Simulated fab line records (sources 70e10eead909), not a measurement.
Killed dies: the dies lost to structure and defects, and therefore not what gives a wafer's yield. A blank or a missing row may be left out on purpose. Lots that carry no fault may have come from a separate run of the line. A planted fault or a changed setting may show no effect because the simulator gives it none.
Struck lot and sound lot, side by side	flow nand-harc	29 steps out of a route of 1302
Sound: the wafers L753.1, L753.3, L753.6. Wafers struck: L754.1, L754.2, L754.3. The cause comes at the end.
Each step with rows lists, per side, the tool, then ch with its chambers, then its first start. Under that, the readings that differ: sound wafers	struck wafers	difference of the means	sigmas: that difference in standard deviations of wafers without a fault.
alike: a reading whose means differ by less than 2 such deviations, as well as words and numbers matching on both sides. not compared: withheld readings; readings where some wafer has no value; bounds like >300 that might hide an equal value; numbers whose values overlap and for which the record gives no deviation.
Wherever a step has rows on one side only, a row that says differs or no value, or a row with sigmas, the two part there. Non-overlapping numbers with no deviation appear without sigmas and do not part them. A reading missing from all wafers of one side parts the sides only when that side holds two or more wafers.

NHARC_A_CONTACT_ETCH_131: etches the open film in C4F8/O2/Ar, time 197 s, target depth 1918 nm.
  sound on har-cap-etch-02 ch 0,1, day 24 04:11; struck on har-cap-etch-03 ch 0,1, day 24 18:59
  not compared: rf-hours-counter-h
then, 1 step without rows for these wafers: NHARC_A_CONTACT_ETCH_132 (etches the open film in C4F8/O2/Ar, time 197 s, target depth 1924 nm).
NHARC_A_CONTACT_ETCH_133: etches the open film in C4F8/O2/Ar, time 374 s, target depth 1610 nm.
  sound on har-cap-etch-02 ch 0,1, day 24 04:35; struck on har-cap-etch-03 ch 0,1, day 24 19:20
  not compared: rf-hours-counter-h
then, 1 step without rows for these wafers: NHARC_A_CONTACT_ETCH_91 (etches the open film in CH3F/O2, target depth 40 nm, time 85.7 s).
NHARC_A_CONTACT_ETCH_97: etches the open film in C4F6/O2, target depth 20 nm, time 10 s.
  sound on rie-diel-02 ch 0,3, day 24 05:28; struck on rie-diel-03 ch 0,2,3
  alike: drypump-motor-current-A, oes-product-au, rf-vpp-V, showerhead-plenum-p-Torr, throttle-valve-pct
  not compared: rf-hours-counter-h
NHARC_A_CONTACT_CD_MEAS_80:
  sound: cd-sem-01 at day 24 05:32; struck: cd-sem-01 at day 24 20:20
  alike: cd-nm
then, 3 steps without rows for these wafers: NHARC_A_CONTACT_STRIP_103 (strips in N2/H2); NHARC_A_CONTACT_STRIP_104 (strips in CF4/CHF3); NHARC_A_CONTACT_STRIP_105 (strips in O2/COS).
NHARC_A_CONTACT_ETCH_106: etches the open film in CF4/O2, target depth 90 nm, overetch 9 nm, time 49.5 s.
  sound on rie-diel-02 ch 1,3, day 24 05:52; struck on rie-diel-03 ch 1,2,3, day 24 20:38
reading	sound	struck	difference	sigmas
drypump-motor-current-A (A)	5.2 5.2 5.2	6.2 5.9 6.2	+0.9	+2
  alike: oes-product-au, rf-vpp-V, showerhead-plenum-p-Torr, throttle-valve-pct
  not compared: rf-hours-counter-h
then, 2 steps without rows for these wafers: NHARC_A_CONTACT_STRIP_82 (strips in O2); NHARC_A_CONTACT_STRIP_83 (strips in post etch residue remover, time 600 s).
NHARC_A_CONTACT_DEP_84: deposits aC, target thk 2800 nm.
  sound on acl-dep-01 ch 0, day 24 12:34; struck on acl-dep-03 ch 0, day 24 21:18
  alike: throttle-valve-pct
NHARC_A_CONTACT_DEP_85: deposits SiON, target thk 60 nm.
  sound on pecvd-01 ch 0,2, day 24 14:20; struck on pecvd-02 ch 0,1,2, day 24 23:02
  alike: heater-power-w
  not compared: since-wet-clean-h
then, 10 steps without rows for these wafers: NHARC_A_CONTACT_DEHYDRATE_00 (time 120 s); NHARC_A_CONTACT_HMDS_01 (time 30 s); NHARC_A_CONTACT_COAT_86 (time 75 s); NHARC_A_CONTACT_COAT_87 (time 65 s); NHARC_A_CONTACT_COAT_02 (resist thk 90 nm); NHARC_A_CONTACT_SOFTBAKE_03 (time 55 s); NHARC_A_CONTACT_EBR_04; NHARC_A_CONTACT_EXPOSE_05 (exposes mask A CC); NHARC_A_CONTACT_PEB_06 (peb time 65 s); NHARC_A_CONTACT_DEVELOP_07 (develop time 35 s).
NHARC_A_CONTACT_CD_MEAS_08 targets a cd of 200 nm.
  sound on cd-sem-03 ch 0, day 24 15:03; struck on cd-sem-03 ch 0, day 24 23:46
  alike: cd-nm
NHARC_A_CONTACT_OVL_MEAS_09:
  sound: overlay-02 at day 24 15:08; struck: overlay-01 at day 24 23:51
  alike: overlay-x-nm, overlay-y-nm
NHARC_A_CONTACT_INSPECT_10:
  sound: defect-inspect-02 at day 24 15:10; struck: defect-inspect-02 at day 24 23:53
reading	sound	struck	difference	sigmas
raw-defect-count	121 122 93	448 500 494	+369	+12
then, 1 step without rows for these wafers: NHARC_A_CONTACT_DESCUM_13 (chemistry O2, time 3 s).
-- the record jumps here: 2 days lie between the struck wafers' starts before and after (it left off in module A_CONTACT and takes up again in module END, whose first step shown is number 1302 of the route) --
NHARC_END_SORT_01:
  the record has rows for the struck wafers here (prober-01 ch 0, day 27 06:10) and none for the sound ones

== WHERE THEY PART ==
First at NHARC_A_CONTACT_ETCH_106; last, within this record, at NHARC_END_SORT_01.

WHY: whatever the simulator had introduced
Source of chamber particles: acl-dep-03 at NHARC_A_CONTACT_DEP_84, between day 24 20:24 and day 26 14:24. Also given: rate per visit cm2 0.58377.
